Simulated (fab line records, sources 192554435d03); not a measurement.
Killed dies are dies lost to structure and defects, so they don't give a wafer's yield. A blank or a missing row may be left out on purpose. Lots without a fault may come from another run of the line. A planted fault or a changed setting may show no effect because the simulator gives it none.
Chamber matching | flow n5_finfet | N5_STI_FIN_REVEAL_ETCH_34 on rie_si-05: 4 sister chambers
The step etches Si in H2, material Si, target depth 0.97 nm. 24 wafers are shown with their chamber, then 12 later ones without.

WAFERS WITH THEIR CHAMBER
wafer  | chamber | throttle_valve_pct (%) | drypump_motor_current_A (A) | oes_product_au (a.u.)
L074.2 | 0       | 26.6                   | 6.7                         | 1.001
L074.3 | 3       | 25.7                   | 6.5                         | 1.001
L074.6 | 2       | 25.2                   | 6.5                         | 1.009
L076.2 | 1       | 25.8                   | 5.7                         | 1.024
L076.5 | 2       | 25.2                   | 6.5                         | 1.025
L076.6 | 3       | 25.6                   | 6.5                         | 1.011
L078.1 | 2       | 25.2                   | 6.5                         | 1.001
L078.3 | 1       | 25.8                   | 5.7                         | 1.017
L078.6 | 1       | 25.8                   | 5.7                         | 1.025
L081.2 | 3       | 25.6                   | 6.5                         | 1.005
L081.4 | 1       | 25.8                   | 5.8                         | 1.029
L081.5 | 1       | 25.8                   | 5.8                         | 1.039
L082.1 | 3       | 25.6                   | 6.5                         | 1.013
L082.2 | 2       | 25.2                   | 6.5                         | 1.008
L082.5 | 1       | 25.8                   | 5.7                         | 1.023
L084.2 | 2       | 25.2                   | 6.5                         | 1.014
L084.4 | 3       | 25.6                   | 6.6                         | 1.003
L084.6 | 1       | 25.8                   | 5.7                         | 1.022
L085.3 | 3       | 25.6                   | 6.5                         | 0.995
L085.4 | 0       | 26.6                   | 6.6                         | 0.983
L085.5 | 3       | 25.6                   | 6.5                         | 1.002
L086.3 | 3       | 25.7                   | 6.6                         | 0.998
L086.4 | 2       | 25.2                   | 6.5                         | 0.991
L086.6 | 0       | 26.6                   | 6.6                         | 0.978

SIGNATURES (means of the wafers above)
reading                 | chamber 0 | chamber 1 | chamber 2 | chamber 3 | scatter within a chamber
throttle_valve_pct      | 26.600    | 25.800    | 25.200    | 25.625    | 0.0274
drypump_motor_current_A | 6.633     | 5.729     | 6.500     | 6.525     | 0.0424
oes_product_au          | 0.98733   | 1.02557   | 1.00800   | 1.00350   | 0.00867
Rule: a wafer's distance from a chamber is the root of the sum, over the readings, of the square of ((its reading less the chamber's mean) divided by the reading's scatter). The wafer belongs to the nearest chamber; if the next one is less than 2 further off, it can't be placed. The scatter: the root of (the sum of the squares of (reading less its chamber's mean) over the shown wafers, divided by (wafers less chambers)).

WAFERS WITHOUT THEIR CHAMBER
wafer  | throttle_valve_pct (%) | drypump_motor_current_A (A) | oes_product_au (a.u.)
L089.1 | 25.2                   | 6.5                         | 1.002
L089.2 | 25.8                   | 5.7                         | 1.028
L089.3 | 26.6                   | 6.6                         | 0.988
L092.4 | 26.2                   | 6.5                         | 0.998
L092.5 | 26.6                   | 6.6                         | 0.979
L092.6 | 25.2                   | 6.5                         | 1.011
L094.2 | 26.6                   | 6.7                         | 0.991
L094.3 | 25.2                   | 6.5                         | 1.012
L094.6 | 25.2                   | 6.5                         | 1.022
L096.1 | 26.2                   | 6.6                         | 1.001
L096.3 | 25.2                   | 6.5                         | 1.014
L096.5 | 26.2                   | 6.5                         | 0.993

WHICH CHAMBER EACH WENT THROUGH
wafer  | from the rows above | in truth
L089.1 | 2                   | 2
L089.2 | 1                   | 1
L089.3 | 0                   | 0
L092.4 | 0                   | 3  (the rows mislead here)
L092.5 | 0                   | 0
L092.6 | 2                   | 2
L094.2 | 0                   | 0
L094.3 | 2                   | 2
L094.6 | 2                   | 2
L096.1 | 0                   | 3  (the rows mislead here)
L096.3 | 2                   | 2
L096.5 | 0                   | 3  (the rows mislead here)
Placed correctly: 9 of 12. Can't be placed from these rows: 0. Placed wrongly: 3.
